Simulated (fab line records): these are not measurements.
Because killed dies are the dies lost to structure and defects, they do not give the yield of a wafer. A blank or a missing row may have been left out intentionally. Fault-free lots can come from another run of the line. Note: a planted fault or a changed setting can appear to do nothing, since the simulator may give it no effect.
Which tool is to blame?	flow n5Finfet	12 lots with 36 wafers sampled at 4 steps, on a route of 1938 steps

## WHAT THE GAUGES READ, wafer by wafer
No reading from a measuring or inspecting step in the record can be judged against a usual standard deviation.

## WHICH TOOL RAN EACH LOT (tool, then ch and the chambers of the sampled wafers, then the start)
lot	N5_SDB_PRECLEAN_39	N5_PASSIVATION_VIA_ETCH_13	N5_PASSIVATION_STRIP_48	N5_PASSIVATION_PROBE_49
L802	wetBench-04 ch 1,3,6, day 4 10:07	rieDiel-06 ch 1,2, day 14 05:47	rieDiel-03 ch 1,3, day 14 09:55	prober-02, day 14 12:28
L803	wetBench-04 ch 4,6,7, day 4 14:33	rieDiel-02 ch 0,2,3, day 15 00:35	rieDiel-04 ch 2,3, day 15 05:35	prober-01, day 15 09:11
L804	wetBench-06 ch 0,1,5, day 4 17:02	rieDiel-05 ch 0,1,2, day 14 19:24	rieDiel-04 ch 0,1,2, day 15 00:37	prober-01, day 15 03:07
L805	wetBench-03 ch 2,3,7, day 5 02:31	rieDiel-05 ch 0,1, day 15 00:19	rieDiel-03 ch 0,1,2, day 15 04:58	prober-01, day 15 07:40
L806	wetBench-03 ch 0,1,3, day 5 11:31	rieDiel-06 ch 0,2,3, day 14 19:37	rieDiel-01 ch 0,1, day 15 01:17	prober-01, day 15 03:49
L808	wetBench-04 ch 3,5,6, day 5 19:45	rieDiel-06 ch 0,1, day 15 20:02	rieDiel-03 ch 1,2,3, day 16 00:34	prober-02, day 16 03:04
L809	wetBench-04 ch 4,5,6, day 6 02:24	rieDiel-06 ch 0,2,3, day 15 15:02	rieDiel-01 ch 1,2,3, day 15 18:55	prober-02, day 15 21:25
L810	wetBench-04 ch 0,3,5, day 6 07:52	rieDiel-02 ch 0,1, day 16 00:56	rieDiel-03 ch 2,3, day 16 04:55	prober-01, day 16 07:28
L817	wetBench-04 ch 0,2,5, day 8 03:04	rieDiel-06 ch 0,2,3, day 17 22:27	rieDiel-03 ch 0,1,3, day 18 02:58	prober-01, day 18 06:30
L819	wetBench-04 ch 0,2,4, day 8 15:50	rieDiel-05 ch 1,2,3, day 17 22:37	rieDiel-04 ch 1,2,3, day 18 02:37	prober-02, day 18 05:10
L820	wetBench-06 ch 0,1,3, day 8 19:05	rieDiel-05 ch 0,3, day 18 11:56	rieDiel-01 ch 0,2, day 18 15:59	prober-01, day 18 18:31
L821	wetBench-06 ch 1,5,7, day 9 03:07	rieDiel-05 ch 0,2, day 19 03:41	rieDiel-01 ch 0,2, day 19 08:04	prober-02, day 19 11:17
- N5_SDB_PRECLEAN_39: cleans in O3/DIW, time 45 s.
- N5_PASSIVATION_VIA_ETCH_13: etches SiO2 in CHF3/O2, target depth 660 nm, time 330 s.
- N5_PASSIVATION_STRIP_48: strips in O2.
- N5_PASSIVATION_PROBE_49

## AS READ BY THE TOOLS THEMSELVES (means over the sampled wafers that have a number; for cases with no such wafer, the mark the record gives instead)
N5_SDB_PRECLEAN_39. Usual: 9.98 for o3Ppm, sd 0.11.
lot	tool	o3Ppm	flag
L802	wetBench-04	9.98	
L803	wetBench-04	9.98	
L804	wetBench-06	10.10	
L805	wetBench-03	10.07	
L806	wetBench-03	9.96	
L808	wetBench-04	10.04	
L809	wetBench-04	9.90	
L810	wetBench-04	9.89	
L817	wetBench-04	9.99	
L819	wetBench-04	10.02	
L820	wetBench-06	9.86	
L821	wetBench-06	10.12	

N5_PASSIVATION_VIA_ETCH_13. Usual: chamberPressureMTorr 29.998 mTorr, standard deviation 0.027; drypumpMotorCurrentA 5.7 A, standard deviation 0.53; etchRfOnTimeS 237 s, standard deviation 4.5; oes_ar_750_au 0.78 a.u., standard deviation 0.075; oesProductAu 0.71 a.u., standard deviation 0.069; rfVppV 524 V, standard deviation 5.2; showerheadPlenumPTorr 2.39 Torr, standard deviation 0.068; throttleValvePct 18.76 %, standard deviation 0.18.
lot	tool	chamberPressureMTorr (mTorr)	drypumpMotorCurrentA (A)	etchRfOnTimeS (s)	oes_ar_750_au (a.u.)	oesProductAu (a.u.)	rfVppV (V)	showerheadPlenumPTorr (Torr)	throttleValvePct (%)	flag
L802	rieDiel-06	29.996	5.7	239	0.82	0.74	524	2.33	18.80	
L803	rieDiel-02	30.008	5.5	235	0.76	0.69	530	2.39	18.74	
L804	rieDiel-05	30.013	5.4	237	0.77	0.69	523	2.41	18.73	
L805	rieDiel-05	29.989	5.7	238	0.73	0.65	521	2.42	18.72	
L806	rieDiel-06	29.999	6.2	235	0.88	0.79	519	2.35	18.74	
L808	rieDiel-06	30.010	5.5	235	0.81	0.74	523	2.33	18.72	
L809	rieDiel-06	29.996	6.2	234	0.87	0.79	520	2.35	18.75	
L810	rieDiel-02	29.986	6.2	234	0.79	0.72	525	2.50	18.77	
L817	rieDiel-06	30.001	6.2	240	0.84	0.76	519	2.34	18.78	
L819	rieDiel-05	30.018	5.7	242	0.74	0.67	523	2.40	18.71	
L820	rieDiel-05	30.009	5.5	239	0.71	0.64	526	2.48	18.71	
L821	rieDiel-05	30.000	5.1	244	0.75	0.67	526	2.43	18.82	

N5_PASSIVATION_STRIP_48. Usual: chamberPressureMTorr 30.00 mTorr, standard deviation 0.13; drypumpMotorCurrentA 5.6 A, standard deviation 0.52; oesProductAu 0.82 a.u., standard deviation 0.072; rfVppV 3.9 V, standard deviation 2.5; showerheadPlenumPTorr 2.14 Torr, standard deviation 0.077; throttleValvePct 16.63 %, standard deviation 0.14.
lot	tool	chamberPressureMTorr (mTorr)	drypumpMotorCurrentA (A)	oesProductAu (a.u.)	rfVppV (V)	showerheadPlenumPTorr (Torr)	throttleValvePct (%)	flag
L802	rieDiel-03	30.09	6.0	0.77	3.1	2.18	16.77	
L803	rieDiel-04	29.90	6.1	0.82	4.1	2.17	16.59	
L804	rieDiel-04	30.10	5.5	0.78	7.2	2.12	16.54	
L805	rieDiel-03	29.93	5.8	0.89	4.5	2.15	16.50	
L806	rieDiel-01	29.90	5.5	0.77	5.5	2.14	16.69	
L808	rieDiel-03	30.06	5.5	0.92	3.4	2.19	16.57	
L809	rieDiel-01	29.92	5.6	0.81	2.7	2.15	16.67	
L810	rieDiel-03	30.08	5.1	0.96	1.7	2.20	16.47	
L817	rieDiel-03	29.99	5.6	0.85	3.8	2.12	16.54	
L819	rieDiel-04	29.94	5.7	0.80	1.9	2.17	16.58	
L820	rieDiel-01	30.03	5.5	0.78	4.1	2.16	16.70	
L821	rieDiel-01	29.99	5.4	0.79	3.5	2.16	16.69	

N5_PASSIVATION_PROBE_49. Usual: killed_at_M0_to_M3 36, standard deviation 11; killed_at_M4_up 14, standard deviation 5.6; killedAtContacts 11, standard deviation 5.6; killedAtFrontEnd 40, standard deviation 12; killedAtOther 4, standard deviation 3.2; killedDies 105, standard deviation 17; killedOpen 69, standard deviation 12; killedShort 34, standard deviation 8.4.
lot	tool	killed_at_M0_to_M3	killed_at_M4_up	killedAtContacts	killedAtFrontEnd	killedAtOther	killedDies	killedOpen	killedShort	flag
L802	prober-02	27	12	17	31	9	96	58	35	
L803	prober-01	27	11	10	30	3	81	52	28	
L804	prober-01	25	8	6	41	3	83	53	30	
L805	prober-01	34	17	12	35	2	100	70	28	
L806	prober-01	26	21	17	64	1	129	83	41	
L808	prober-02	43	23	10	40	4	121	85	34	
L809	prober-02	34	11	10	35	3	93	60	29	
L810	prober-01	47	13	7	36	2	105	62	42	
L817	prober-01	36	11	10	158	2	217	64	31	OFF
L819	prober-02	30	7	12	155	7	211	56	29	OFF
L820	prober-01	30	17	9	60	0	117	74	42	
L821	prober-02	33	16	18	35	4	106	76	30	

## THE ANSWER, worked out from the rows above alone
Rule: take the mean of a lot's wafers that have a number; if it is more than 3 standard deviations from the usual mean, the lot is off. A lot without any number at a reading at which 4 lots or more have one is off too. All remaining lots with rows at the step are treated as sound. First the gauges in route order, then the tools' own readings, where a lot's mean is used as printed above. At the first step where some lot is off, the reading lying furthest off is the one used; lots without a number count as furthest.
Off: L817, L819, at N5_PASSIVATION_PROBE_49 (killedAtFrontEnd).
If a tool, at that step or one of the process steps before it, ran each lot that is off and ran no sound lot following the first of them, it fits. One candidate fits, namely wetBench-04 at N5_SDB_PRECLEAN_39. A fault onset in the window from L810 (day 6 07:52, its last sound lot) to L817 (day 8 03:04, its first lot off) fits.

## WHAT THE SIMULATOR HAD INSERTED
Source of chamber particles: wetBench-04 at N5_SDB_PRECLEAN_39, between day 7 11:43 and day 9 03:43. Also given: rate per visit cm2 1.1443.
Lots struck among those shown: L817, L819. The rule given above showed the same thing.
